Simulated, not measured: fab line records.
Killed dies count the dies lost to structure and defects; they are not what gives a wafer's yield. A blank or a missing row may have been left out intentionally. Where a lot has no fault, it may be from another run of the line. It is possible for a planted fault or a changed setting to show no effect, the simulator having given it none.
Which tool is to blame? ; flow n5_finfet ; 24 lots, 72 wafers sampled, at 6 steps of a route of 1938

== WHAT EACH GAUGE READ, for each wafer ==
N5_BEOL_M13_CD_MEAS_17: the cd target is 190 nm.
lot;measured;on;cd_nm (nm)
L075;day 11 06:56;cd_sem-02;190.2 192.5 190.7
L076;day 11 07:29;cd_sem-03;191.2 190.8 188.8
L077;day 11 08:01;cd_sem-03;189.2 189.5 189.7
L074;day 11 20:22;cd_sem-01;190.7 187.5 192.1
L079;day 12 01:58;cd_sem-02;190.1 189.1 189.2
L078;day 12 03:38;cd_sem-01;192.7 192.1 192.2
L080;day 12 08:26;cd_sem-01;192.7 193.4 194.6
L081;day 12 12:10;cd_sem-03;191.9 189.6 192.3
L082;day 12 17:53;cd_sem-01;189.9 189.3 189.6
L083;day 13 09:43;cd_sem-02;185.5 190.1 187.3
L084;day 13 13:11;cd_sem-01;190.8 188.4 188.0
L086;day 13 23:19;cd_sem-01;190.7 186.3 186.6
L085;day 13 23:26;cd_sem-02;187.3 188.7 187.1
L087;day 14 09:11;cd_sem-01;189.8 191.2 191.5
L088;day 14 13:39;cd_sem-02;189.5 190.2 195.4
L089;day 14 14:28;cd_sem-01;190.4 191.3 188.4
L091;day 14 20:43;cd_sem-01;193.2 191.2 189.6
L090;day 15 08:47;cd_sem-02;190.7 190.4 191.3
L092;day 15 09:13;cd_sem-02;189.9 187.2 188.4
L094;day 15 12:59;cd_sem-03;191.2 193.9 193.9
L093;day 15 22:20;cd_sem-03;191.9 186.6 194.0
L095;day 15 22:46;cd_sem-01;188.6 190.2 187.3
L097;day 16 15:10;cd_sem-01;191.5 192.4 190.4
L096;day 16 15:30;cd_sem-03;189.6 190.3 191.6

N5_BEOL_M13_RS_MEAS_54: uses a four-point probe to measure.
lot;measured;on;M13_RS (ohm/sq)
L075;day 11 11:11;film_metro-01;0.0455 0.0445 0.0464
L076;day 11 15:17;film_metro-01;0.0439 0.0445 0.0461
L077;day 11 12:25;film_metro-02;0.0440 0.0458 0.0437
L074;day 12 00:30;film_metro-01;0.0464 0.0455 0.0441
L079;day 12 05:46;film_metro-02;0.0441 0.0459 0.0443
L078;day 12 08:26;film_metro-01;0.0450 0.0460 0.0453
L080;day 12 12:21;film_metro-02;0.0461 0.0449 0.0442
L081;day 12 15:37;film_metro-02;0.0473 0.0442 0.0469
L082;day 12 23:34;film_metro-02;0.0445 0.0453 0.0464
L083;day 13 15:00;film_metro-01;0.0437 0.0449 0.0461
L084;day 13 17:20;film_metro-02;0.0438 0.0464 0.0443
L086;day 14 05:08;film_metro-01;0.0436 0.0463 0.0443
L085;day 14 05:29;film_metro-02;0.0451 0.0439 0.0451
L087;day 14 13:02;film_metro-01;0.0456 0.0462 0.0456
L088;day 14 20:25;film_metro-02;0.0451 0.0462 0.0438
L089;day 14 18:16;film_metro-02;0.0454 0.0457 0.0462
L091;day 15 00:09;film_metro-02;0.0467 0.0457 0.0471
L090;day 15 12:28;film_metro-01;0.0453 0.0435 0.0439
L092;day 15 13:16;film_metro-02;0.0450 0.0452 0.0447
L094;day 15 18:44;film_metro-02;0.0474 0.0467 0.0457
L093;day 16 01:11;film_metro-02;0.0454 0.0447 0.0470
L095;day 16 03:21;film_metro-01;0.0471 0.0437 0.0471
L097;day 16 20:11;film_metro-01;0.0457 0.0450 0.0463
L096;day 16 20:26;film_metro-02;0.0464 0.0472 0.0464

== TOOL THAT RAN EACH LOT (tool first, then ch and the chambers of the sampled wafers, then the start) ==
lot;N5_BEOL_M13_VIA_ETCH_16;N5_BEOL_M13_ETCH_68;N5_BEOL_M13_DEGAS_41;N5_BEOL_M13_ANNEAL_48
L075;rie_diel-04 ch 1,2,3, day 11 06:30;rie_diel-04 ch 0,1,3, day 11 07:50;pvd_sputter-03, day 11 09:50;rtp_anneal-01 ch 0, day 11 10:31
L076;rie_diel-04 ch 1,2,3, day 11 07:02;rie_diel-01 ch 0,2,3, day 11 08:13;pvd_sputter-01, day 11 14:00;rtp_anneal-02 ch 0, day 11 14:37
L077;rie_diel-01 ch 0,2,3, day 11 07:35;rie_diel-02 ch 0,2, day 11 08:45;pvd_sputter-03, day 11 11:08;rtp_anneal-01 ch 0, day 11 11:41
L074;rie_diel-02 ch 1,2,3, day 11 19:55;rie_diel-02 ch 0,2,3, day 11 21:07;pvd_sputter-02, day 11 23:02;rtp_anneal-01 ch 0, day 11 23:44
L079;rie_diel-01 ch 0,2,3, day 12 01:32;rie_diel-02 ch 2,3, day 12 02:42;pvd_sputter-03, day 12 03:52;rtp_anneal-02 ch 0, day 12 05:02
L078;rie_diel-04 ch 1,2, day 12 03:11;rie_diel-04 ch 0,1, day 12 04:22;pvd_sputter-03, day 12 07:04;rtp_anneal-01 ch 0, day 12 07:43
L080;rie_diel-04 ch 1,2, day 12 07:59;rie_diel-01 ch 0,1,2, day 12 09:09;pvd_sputter-02, day 12 10:19;rtp_anneal-02 ch 0, day 12 11:40
L081;rie_diel-04 ch 0,1,2, day 12 11:43;rie_diel-04 ch 0,3, day 12 12:52;pvd_sputter-02, day 12 14:18;rtp_anneal-01 ch 0, day 12 14:54
L082;rie_diel-01 ch 0,1,3, day 12 17:26;rie_diel-04 ch 1,2,3, day 12 19:41;pvd_sputter-03, day 12 22:20;rtp_anneal-02 ch 0, day 12 22:53
L083;rie_diel-04 ch 0,1,3, day 13 09:14;rie_diel-02 ch 0,2,3, day 13 10:19;pvd_sputter-02, day 13 13:46;rtp_anneal-02 ch 0, day 13 14:17
L084;rie_diel-04 ch 0,1,3, day 13 12:44;rie_diel-01 ch 0,2,3, day 13 13:46;pvd_sputter-01, day 13 15:07;rtp_anneal-01 ch 0, day 13 16:35
L086;rie_diel-04 ch 0,2,3, day 13 22:52;rie_diel-01 ch 0,2,3, day 14 00:01;pvd_sputter-01, day 14 03:45;rtp_anneal-02 ch 0, day 14 04:19
L085;rie_diel-02 ch 2,3, day 13 22:59;rie_diel-02 ch 0,2, day 14 00:30;pvd_sputter-01, day 14 04:15;rtp_anneal-02 ch 0, day 14 04:49
L087;rie_diel-02 ch 0,3, day 14 08:43;rie_diel-02 ch 0,1, day 14 09:48;pvd_sputter-01, day 14 11:37;rtp_anneal-01 ch 0, day 14 12:19
L088;rie_diel-04 ch 0,2,3, day 14 13:13;rie_diel-02 ch 1,2,3, day 14 14:22;pvd_sputter-03, day 14 19:10;rtp_anneal-02 ch 0, day 14 19:49
L089;rie_diel-04 ch 0,1,2, day 14 14:01;rie_diel-02 ch 0,3, day 14 15:04;pvd_sputter-02, day 14 16:58;rtp_anneal-01 ch 0, day 14 17:34
L091;rie_diel-04 ch 0,2,3, day 14 20:16;rie_diel-04 ch 0,1,2, day 14 21:19;pvd_sputter-01, day 14 22:46;rtp_anneal-02 ch 0, day 14 23:19
L090;rie_diel-02 ch 0,2,3, day 15 08:20;rie_diel-04 ch 1,3, day 15 09:31;pvd_sputter-01, day 15 11:14;rtp_anneal-01 ch 0, day 15 11:48
L092;rie_diel-02 ch 0,1,3, day 15 08:46;rie_diel-02 ch 0,3, day 15 09:56;pvd_sputter-01, day 15 12:01;rtp_anneal-01 ch 0, day 15 12:35
L094;rie_diel-02 ch 0,1,3, day 15 12:32;rie_diel-04 ch 0,1,2, day 15 13:43;pvd_sputter-01, day 15 17:29;rtp_anneal-01 ch 0, day 15 18:03
L093;rie_diel-04 ch 0,1, day 15 21:53;rie_diel-02 ch 0,1,2, day 15 22:55;pvd_sputter-02, day 15 23:57;rtp_anneal-01 ch 0, day 16 00:31
L095;rie_diel-04 ch 0,1,3, day 15 22:19;rie_diel-01 ch 0,3, day 15 23:29;pvd_sputter-03, day 16 02:07;rtp_anneal-01 ch 0, day 16 02:41
L097;rie_diel-02 ch 1,2,3, day 16 14:43;rie_diel-02 ch 0,1, day 16 15:53;pvd_sputter-01, day 16 18:46;rtp_anneal-01 ch 0, day 16 19:32
L096;rie_diel-02 ch 2,3, day 16 15:01;rie_diel-04 ch 0,2, day 16 16:13;pvd_sputter-03, day 16 18:52;rtp_anneal-01 ch 0, day 16 19:43
- N5_BEOL_M13_VIA_ETCH_16: etches SiOC in C4F8/O2/Ar, target depth 921.7 nm.
- N5_BEOL_M13_ETCH_68: etches SOC in N2/H2, time 355 s.
- N5_BEOL_M13_DEGAS_41: time 60 s.
- N5_BEOL_M13_ANNEAL_48: time 90 s.

== AS READ BY THE TOOLS THEMSELVES (means over the sampled wafers that have a number; for cases with no such wafer, the mark the record gives instead) ==
N5_BEOL_M13_VIA_ETCH_16.
lot;tool;drypump_motor_current_A (A);mfc_ar_sccm (sccm);oes_product_au (a.u.);rf_vpp_V (V);showerhead_plenum_p_Torr (Torr);throttle_valve_pct (%)
L075;rie_diel-04;5.8;400.2;0.70;664;3.34;24.00
L076;rie_diel-04;5.8;401.2;0.71;663;3.34;24.02
L077;rie_diel-01;6.1;398.8;0.70;662;3.31;23.74
L074;rie_diel-02;5.9;401.5;0.69;667;3.46;24.23
L079;rie_diel-01;6.1;400.6;0.70;664;3.31;23.75
L078;rie_diel-04;5.5;401.1;0.68;663;3.32;24.05
L080;rie_diel-04;5.5;400.3;0.68;664;3.32;24.06
L081;rie_diel-04;5.6;400.6;0.67;665;3.41;24.17
L082;rie_diel-01;5.9;400.0;0.71;665;3.38;24.04
L083;rie_diel-04;5.9;399.6;0.69;666;3.42;24.16
L084;rie_diel-04;5.9;400.2;0.69;665;3.42;24.16
L086;rie_diel-04;6.1;400.1;0.65;664;3.34;24.07
L085;rie_diel-02;6.1;400.2;0.71;669;3.52;24.23
L087;rie_diel-02;5.7;400.4;0.74;666;3.44;24.30
L088;rie_diel-04;6.1;399.0;0.65;664;3.34;24.08
L089;rie_diel-04;5.6;399.5;0.66;665;3.40;24.20
L091;rie_diel-04;6.2;399.8;0.65;663;3.33;24.07
L090;rie_diel-02;5.9;400.2;0.72;667;3.47;24.28
L092;rie_diel-02;5.7;399.4;0.68;666;3.41;24.30
L094;rie_diel-02;5.6;399.6;0.68;666;3.41;24.31
L093;rie_diel-04;5.4;400.4;0.68;667;3.48;24.31
L095;rie_diel-04;6.0;399.9;0.67;665;3.41;24.19
L097;rie_diel-02;5.9;401.1;0.66;667;3.44;24.28
L096;rie_diel-02;6.1;400.8;0.69;668;3.51;24.26

N5_BEOL_M13_ETCH_68.
lot;tool;drypump_motor_current_A (A);oes_product_au (a.u.);rf_vpp_V (V);showerhead_plenum_p_Torr (Torr);throttle_valve_pct (%)
L075;rie_diel-04;5.9;0.78;523.7;2.56;17.83
L076;rie_diel-01;6.1;0.78;522.4;2.47;17.48
L077;rie_diel-02;6.0;0.88;527.5;2.66;17.64
L074;rie_diel-02;5.9;0.81;525.6;2.60;17.84
L079;rie_diel-02;6.1;0.80;526.7;2.62;17.71
L078;rie_diel-04;5.4;0.79;526.2;2.62;17.98
L080;rie_diel-01;6.1;0.82;523.0;2.50;17.66
L081;rie_diel-04;6.3;0.73;524.0;2.57;17.89
L082;rie_diel-04;5.8;0.77;522.0;2.48;17.73
L083;rie_diel-02;5.9;0.81;524.9;2.60;17.85
L084;rie_diel-01;6.1;0.76;522.4;2.47;17.51
L086;rie_diel-01;6.1;0.76;520.9;2.47;17.51
L085;rie_diel-02;5.8;0.87;526.3;2.64;17.80
L087;rie_diel-02;5.5;0.77;523.9;2.56;17.82
L088;rie_diel-02;5.9;0.74;524.9;2.57;17.81
L089;rie_diel-02;5.7;0.80;525.4;2.58;18.00
L091;rie_diel-04;5.6;0.73;523.9;2.55;17.92
L090;rie_diel-04;6.1;0.77;522.2;2.47;17.72
L092;rie_diel-02;5.7;0.80;524.5;2.57;18.00
L094;rie_diel-04;5.6;0.72;523.5;2.55;17.93
L093;rie_diel-02;5.7;0.79;526.5;2.60;17.77
L095;rie_diel-01;5.9;0.73;522.4;2.47;17.46
L097;rie_diel-02;5.5;0.80;524.5;2.58;17.91
L096;rie_diel-04;5.8;0.69;522.1;2.48;17.85

N5_BEOL_M13_DEGAS_41.
lot;tool;heater_power_w (W)
L075;pvd_sputter-03;335
L076;pvd_sputter-01;351
L077;pvd_sputter-03;344
L074;pvd_sputter-02;319
L079;pvd_sputter-03;338
L078;pvd_sputter-03;295
L080;pvd_sputter-02;323
L081;pvd_sputter-02;316
L082;pvd_sputter-03;319
L083;pvd_sputter-02;337
L084;pvd_sputter-01;317
L086;pvd_sputter-01;308
L085;pvd_sputter-01;320
L087;pvd_sputter-01;323
L088;pvd_sputter-03;316
L089;pvd_sputter-02;348
L091;pvd_sputter-01;343
L090;pvd_sputter-01;321
L092;pvd_sputter-01;344
L094;pvd_sputter-01;339
L093;pvd_sputter-02;323
L095;pvd_sputter-03;290
L097;pvd_sputter-01;316
L096;pvd_sputter-03;342

N5_BEOL_M13_ANNEAL_48.
lot;tool;anneal_temp_c (C);wafer_temp_C_max
L075;rtp_anneal-01;224.86;226.4
L076;rtp_anneal-02;225.09;225.6
L077;rtp_anneal-01;224.87;226.1
L074;rtp_anneal-01;225.13;226.4
L079;rtp_anneal-02;225.13;225.5
L078;rtp_anneal-01;225.01;226.4
L080;rtp_anneal-02;225.10;225.8
L081;rtp_anneal-01;224.97;226.1
L082;rtp_anneal-02;225.05;225.3
L083;rtp_anneal-02;224.86;225.6
L084;rtp_anneal-01;224.98;225.9
L086;rtp_anneal-02;225.14;225.4
L085;rtp_anneal-02;225.08;225.8
L087;rtp_anneal-01;224.75;226.3
L088;rtp_anneal-02;225.01;225.6
L089;rtp_anneal-01;225.18;226.4
L091;rtp_anneal-02;224.98;225.8
L090;rtp_anneal-01;224.75;226.2
L092;rtp_anneal-01;225.04;226.2
L094;rtp_anneal-01;225.18;226.7
L093;rtp_anneal-01;225.02;226.0
L095;rtp_anneal-01;224.79;226.1
L097;rtp_anneal-01;224.99;226.4
L096;rtp_anneal-01;225.18;226.3

== THE ANSWER, worked out from the rows above alone ==
Rule: usual is defined by the lots themselves. Put in order of their means at a reading, lots are off if they are a third of the lots or fewer, leave a main group of 4 or more, and stand apart from it by a gap of 3 or more times the standard deviation of the main group's means; of several such gaps the widest counts. A main group whose means are all the same, to the digits that the tables above print for the reading, isn't used. Also off: a lot with no number at a reading for which 4 or more lots have one. Where the step has rows for the other lots, those lots are counted as sound. Order of review: gauges by route order, followed by the tools' own readings, for which a lot's mean as printed above is used. The first step at which some lot is off is used, and at that step the reading that is off furthest; a lot without a number counts as furthest.
No lot is off on any of the readings shown, so nothing can be concluded from this.

== WHAT THE SIMULATOR PUT IN ==
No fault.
